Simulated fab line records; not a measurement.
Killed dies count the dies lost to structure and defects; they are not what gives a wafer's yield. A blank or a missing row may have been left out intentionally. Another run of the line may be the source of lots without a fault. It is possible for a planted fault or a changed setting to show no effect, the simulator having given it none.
Chamber matching ; flow n5 finfet ; N5_BEOL_M11_ETCH_61 on rie diel-04: 4 sister chambers
The step etches SiARC in CF4, target depth 39 nm, time 65 s. 20 wafers are shown with their chamber, then 10 later ones without.

WAFERS, EACH WITH ITS CHAMBER
wafer;chamber;drypump motor current A (A);showerhead plenum p Torr (Torr);throttle valve pct (%)
L076.1;3;5.7;2.19;15.72
L076.3;0;5.9;2.13;15.46
L076.6;3;5.7;2.19;15.72
L078.2;0;5.8;2.13;15.48
L078.4;2;6.4;2.18;15.72
L078.5;3;5.7;2.18;15.74
L083.1;3;5.7;2.18;15.74
L083.5;0;5.9;2.13;15.48
L083.6;1;5.3;2.08;15.34
L081.1;0;5.9;2.13;15.47
L081.4;3;5.7;2.18;15.73
L081.5;1;5.3;2.08;15.34
L084.2;0;5.9;2.13;15.50
L084.3;3;5.7;2.18;15.75
L084.5;0;5.9;2.13;15.48
L085.3;3;5.7;2.18;15.75
L085.5;3;5.7;2.18;15.76
L085.6;2;6.4;2.18;15.73
L087.2;3;5.7;2.18;15.75
L087.3;2;6.4;2.17;15.75

SIGNATURES, as means of the wafers listed above
reading;chamber 0;chamber 1;chamber 2;chamber 3;scatter within a chamber
drypump motor current A;5.883;5.300;6.400;5.700;0.0228
showerhead plenum p Torr;2.1300;2.0800;2.1767;2.1822;0.00373
throttle valve pct;15.4783;15.3400;15.7333;15.7400;0.0136
Rule: for a wafer and a chamber, the distance is found by dividing, reading by reading, the gap between the wafer's reading and the chamber's mean by the reading's scatter, squaring, summing and taking the root. The wafer belongs to the nearest chamber; if the next one is less than 2 further off, it can't be placed. The scatter is the square root of a quotient: the sum, over the shown wafers, of each reading's squared deviation from its chamber's mean, divided by wafers minus chambers.

WAFERS WITHOUT THEIR CHAMBER
wafer;drypump motor current A (A);showerhead plenum p Torr (Torr);throttle valve pct (%)
L087.5;6.4;2.17;15.74
L088.1;6.4;2.17;15.76
L088.4;5.9;2.12;15.50
L088.5;5.3;2.08;15.36
L090.1;5.7;2.18;15.78
L090.3;5.3;2.07;15.36
L090.5;5.7;2.18;15.80
L094.1;6.4;2.17;15.78
L094.5;6.4;2.17;15.78
L094.6;5.7;2.17;15.79

THE CHAMBER EACH PASSED THROUGH
wafer;from the rows above;in truth
L087.5;2;2
L088.1;2;2
L088.4;0;0
L088.5;1;1
L090.1;3;3
L090.3;1;1
L090.5;3;3
L094.1;2;2
L094.5;2;2
L094.6;3;3
Placed correctly: 10 of 10. Can't be placed from these rows: 0. Number placed wrongly: 0.
